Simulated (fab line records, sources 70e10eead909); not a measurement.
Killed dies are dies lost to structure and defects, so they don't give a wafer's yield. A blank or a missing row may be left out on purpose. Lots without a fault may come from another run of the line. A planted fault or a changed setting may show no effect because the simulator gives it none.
Which tool did it? | flow nand_harc | 13 lots, 38 wafers sampled, at 4 steps of a route of 1302

WHAT THE GAUGES READ, wafer by wafer
The record holds no reading of a measuring or inspecting step that can be judged against a usual standard deviation.

WHICH TOOL RAN EACH LOT (tool, then ch and the chambers of the sampled wafers, then the start)
lot  | NHARC_A_SLIT_DEP_23             | NHARC_A_SLIT_ETCH_26             | NHARC_A_WL_FILL_ALD_00           | NHARC_A_WL_FILL_ALD_10
L624 | pecvd-01 ch 1,2, day 19 11:54   | har_etch-02 ch 0,1, day 19 17:37 | ald_hk-03 ch 0,1,2, day 20 03:05 | ald_hk-04 ch 0,2,3, day 20 11:36
L626 | pecvd-03 ch 1, day 20 06:13     | har_etch-01 ch 0,1, day 20 11:59 | ald_hk-03 ch 1,2, day 20 19:11   | ald_hk-03 ch 0,1, day 21 03:07
L627 | pecvd-03 ch 0,1,2, day 20 15:06 | har_etch-02 ch 0,1, day 20 20:52 | ald_hk-03 ch 0,2,3, day 21 05:14 | ald_hk-04 ch 1,2,3, day 21 13:44
L638 | pecvd-01 ch 1,2, day 24 21:31   | har_etch-02 ch 0, day 25 03:08   | ald_hk-03 ch 0,1, day 25 11:16   | ald_hk-03 ch 0,1,3, day 25 20:21
L636 | pecvd-02 ch 0,1, day 24 21:34   | har_etch-01 ch 0,1, day 25 03:22 | ald_hk-03 ch 0,1,3, day 25 11:26 | ald_hk-01 ch 0,1,2, day 25 20:19
L639 | pecvd-01 ch 1,2, day 24 22:38   | har_etch-02 ch 0,1, day 25 06:58 | ald_hk-03 ch 0,1,2, day 25 15:02 | ald_hk-04 ch 1,2,3, day 25 21:55
L641 | pecvd-02 ch 0,1, day 26 11:35   | har_etch-02 ch 0,1, day 26 17:17 | ald_hk-04 ch 0,1,2, day 27 01:26 | ald_hk-04 ch 0,1,3, day 27 08:11
L640 | pecvd-01 ch 0,1, day 26 13:14   | har_etch-01 ch 0,1, day 26 19:01 | ald_hk-03 ch 0,1,2, day 27 03:06 | ald_hk-03 ch 0,2,3, day 27 09:14
L642 | pecvd-03 ch 0,2, day 27 01:08   | har_etch-02 ch 0,1, day 27 07:06 | ald_hk-04 ch 1,3, day 27 15:15   | ald_hk-01 ch 0,1,3, day 27 22:26
L644 | pecvd-01 ch 0,1, day 27 12:46   | har_etch-01 ch 0,1, day 27 18:28 | ald_hk-04 ch 0,1,2, day 28 02:35 | ald_hk-03 ch 0,1,2, day 28 09:40
L643 | pecvd-02 ch 0,1,2, day 27 13:50 | har_etch-02 ch 0,1, day 27 19:46 | ald_hk-01 ch 1,2, day 28 02:38   | ald_hk-01 ch 0,2,3, day 28 09:40
L645 | pecvd-03 ch 1,2, day 28 09:02   | har_etch-01 ch 0,1, day 28 16:37 | ald_hk-04 ch 0,2,3, day 28 23:26 | ald_hk-03 ch 0,1,3, day 29 08:04
L647 | pecvd-01 ch 0,1,2, day 29 19:26 | har_etch-02 ch 0,1, day 30 06:01 | ald_hk-01 ch 0,1,3, day 30 14:10 | ald_hk-03 ch 0,2,3, day 30 21:14
- NHARC_A_SLIT_DEP_23: deposits SiON, target thk 100 nm.
- NHARC_A_SLIT_ETCH_26: etches the open film in C4F8/O2/Ar, time 90 s, target depth 400 nm.
- NHARC_A_WL_FILL_ALD_00: deposits Al2O3, target thk 3 nm, pulse time 3 s, ald cycles 30.
- NHARC_A_WL_FILL_ALD_10: deposits SiO2, target thk 50 nm, pulse time 10 s, ald cycles 500.

WHAT THE TOOLS THEMSELVES READ (means of the sampled wafers that have a number; where no wafer has one, the mark that the record gives instead)
NHARC_A_SLIT_DEP_23.
lot  | tool     | heater_power_w (W)
L624 | pecvd-01 | 700
L626 | pecvd-03 | 782
L627 | pecvd-03 | 733
L638 | pecvd-01 | 694
L636 | pecvd-02 | 781
L639 | pecvd-01 | 704
L641 | pecvd-02 | 722
L640 | pecvd-01 | 747
L642 | pecvd-03 | 707
L644 | pecvd-01 | 776
L643 | pecvd-02 | 788
L645 | pecvd-03 | 797
L647 | pecvd-01 | 670

NHARC_A_SLIT_ETCH_26.
lot  | tool        | drypump_motor_current_A (A) | showerhead_plenum_p_Torr (Torr) | throttle_valve_pct (%)
L624 | har_etch-02 | 5.84                        | 3.95                            | 27.615
L626 | har_etch-01 | 5.88                        | 3.58                            | 27.627
L627 | har_etch-02 | 5.83                        | 3.95                            | 27.623
L638 | har_etch-02 | 5.92                        | 3.92                            | 27.624
L636 | har_etch-01 | 5.90                        | 3.58                            | 27.624
L639 | har_etch-02 | 5.74                        | 3.91                            | 27.617
L641 | har_etch-02 | 5.84                        | 3.90                            | 27.627
L640 | har_etch-01 | 5.81                        | 3.50                            | 27.614
L642 | har_etch-02 | 5.74                        | 3.89                            | 27.626
L644 | har_etch-01 | 5.80                        | 3.49                            | 27.620
L643 | har_etch-02 | 5.75                        | 3.89                            | 27.619
L645 | har_etch-01 | 5.84                        | 3.48                            | 27.620
L647 | har_etch-02 | 5.75                        | 3.87                            | 27.625

NHARC_A_WL_FILL_ALD_00.
lot  | tool      | heater_power_w (W) | precursor_pulse_height_rel
L624 | ald_hk-03 | 425                | 1.005
L626 | ald_hk-03 | 427                | 0.998
L627 | ald_hk-03 | 469                | 0.984
L638 | ald_hk-03 | 415                | 0.981
L636 | ald_hk-03 | 454                | 1.014
L639 | ald_hk-03 | 427                | 0.989
L641 | ald_hk-04 | 488                | 1.000
L640 | ald_hk-03 | 422                | 0.993
L642 | ald_hk-04 | 493                | 1.000
L644 | ald_hk-04 | 480                | 1.004
L643 | ald_hk-01 | 514                | 1.014
L645 | ald_hk-04 | 458                | 0.994
L647 | ald_hk-01 | 441                | 1.000

NHARC_A_WL_FILL_ALD_10.
lot  | tool      | heater_power_w (W) | precursor_pulse_height_rel
L624 | ald_hk-04 | 450                | 0.983
L626 | ald_hk-03 | 419                | 1.024
L627 | ald_hk-04 | 463                | 1.013
L638 | ald_hk-03 | 461                | 0.998
L636 | ald_hk-01 | 478                | 0.994
L639 | ald_hk-04 | 463                | 1.001
L641 | ald_hk-04 | 483                | 0.994
L640 | ald_hk-03 | 469                | 0.987
L642 | ald_hk-01 | 448                | 0.999
L644 | ald_hk-03 | 424                | 0.992
L643 | ald_hk-01 | 428                | 1.017
L645 | ald_hk-03 | 454                | 1.006
L647 | ald_hk-03 | 464                | 1.001

THE ANSWER, worked out from the rows above alone
Rule: what is usual is taken from the lots themselves. Put in order of their means at a reading, lots are off if they are a third of the lots or fewer, leave a main group of 4 or more, and stand apart from it by a gap of 3 or more times the standard deviation of the main group's means; of several such gaps the widest counts. A main group whose means are all the same, to the digits that the tables above print for the reading, isn't used. A lot without any number at a reading at which 4 lots or more have one is off too. The other lots that the step has rows for count as sound. The gauges are gone through in route order, then the tools' own readings, and for those a lot's mean is taken as printed above. The first step at which some lot is off is used, and at that step the reading that is off furthest; a lot without a number counts as furthest.
No lot is off at any reading shown: from this, nothing can be told.

WHAT THE SIMULATOR HAD PUT IN
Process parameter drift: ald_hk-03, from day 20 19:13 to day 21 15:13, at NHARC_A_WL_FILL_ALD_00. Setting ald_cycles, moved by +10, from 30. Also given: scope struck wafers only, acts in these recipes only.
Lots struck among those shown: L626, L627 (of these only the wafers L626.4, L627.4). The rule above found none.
